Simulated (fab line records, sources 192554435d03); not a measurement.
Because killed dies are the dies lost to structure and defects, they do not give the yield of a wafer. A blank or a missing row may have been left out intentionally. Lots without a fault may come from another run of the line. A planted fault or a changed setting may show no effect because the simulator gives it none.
Which tool was responsible?	flow n5_finfet	Sampling: 9 lots, 27 wafers, 4 of 1938 route steps

== WHAT THE GAUGES READ, wafer by wafer ==
N5_BEOL_M5_CD_MEAS_18: pitch 56 nm, target cd 28 nm.
lot	measured	on	cd_nm (nm)
L232	day 7 21:28	cd_sem-02	27.9 27.5 28.0
L241	day 10 06:08	cd_sem-02	27.8 27.6 28.1
L242	day 10 15:20	cd_sem-02	28.5 28.7 28.5
L246	day 11 23:49	cd_sem-01	27.6 28.1 27.8
L251	day 12 17:07	cd_sem-02	27.9 27.8 28.1
L249	day 12 18:32	cd_sem-01	27.5 27.8 28.0
L253	day 13 03:04	cd_sem-02	28.4 28.2 28.0
L254	day 14 00:23	cd_sem-03	27.8 27.3 27.7
L255	day 14 11:31	cd_sem-01	28.2 28.4 27.9

== TOOL THAT RAN EACH LOT (tool first, then ch and the chambers of the sampled wafers, then the start) ==
lot	N5_BEOL_M5_ETCH_61	N5_BEOL_M5_STRIP_64	N5_BEOL_M5_STRIP_19
L232	rie_diel-02 ch 0,1,3, day 7 21:05	rie_diel-02 ch 0,1,3, day 7 21:14	rie_diel-03 ch 0,2,3, day 7 21:23
L241	rie_diel-03 ch 0,1,2, day 10 05:43	rie_diel-03 ch 0,1,2, day 10 05:52	rie_diel-04 ch 0,1,2, day 10 06:04
L242	rie_diel-03 ch 0,1,2, day 10 14:58	rie_diel-03 ch 0,1,2, day 10 15:07	rie_diel-03 ch 0,1,2, day 10 15:16
L246	rie_diel-02 ch 0,1, day 11 23:17	rie_diel-02 ch 0,1, day 11 23:26	rie_diel-04 ch 0,1,2, day 11 23:45
L251	rie_diel-04 ch 1,2,3, day 12 16:39	rie_diel-04 ch 1,2,3, day 12 16:48	rie_diel-04 ch 1,2,3, day 12 17:03
L249	rie_diel-04 ch 1,2,3, day 12 17:59	rie_diel-04 ch 1,2,3, day 12 18:08	rie_diel-04 ch 0,3, day 12 18:27
L253	rie_diel-02 ch 0,1,2, day 13 02:36	rie_diel-02 ch 0,1,2, day 13 02:45	rie_diel-04 ch 0,1, day 13 03:00
L254	rie_diel-03 ch 1,2, day 13 23:59	rie_diel-03 ch 1,2, day 14 00:09	rie_diel-04 ch 1,2, day 14 00:18
L255	rie_diel-03 ch 1,2, day 14 11:02	rie_diel-03 ch 1,2, day 14 11:11	rie_diel-04 ch 1,2,3, day 14 11:26
- N5_BEOL_M5_ETCH_61: etches SiARC in CF4, target depth 15.6 nm, time 26 s.
- N5_BEOL_M5_STRIP_64: strips in CF4.
- N5_BEOL_M5_STRIP_19: strips in O2.

== THE ANSWER, worked out from the rows above alone ==
Rule: what is usual is taken from the lots themselves. Put in order of their means at a reading, lots are off if they are a third of the lots or fewer, leave a main group of 4 or more, and stand apart from it by a gap of 3 or more times the standard deviation of the main group's means; of several such gaps the widest counts. If all means in a main group match to the digits the tables above print for the reading, that group is not used. A lot without any number at a reading at which 4 lots or more have one is off too. Where the step has rows for the other lots, those lots are counted as sound.
No lot is off at any reading shown: from this, nothing can be told.

== WHAT WAS PUT IN BY THE SIMULATOR ==
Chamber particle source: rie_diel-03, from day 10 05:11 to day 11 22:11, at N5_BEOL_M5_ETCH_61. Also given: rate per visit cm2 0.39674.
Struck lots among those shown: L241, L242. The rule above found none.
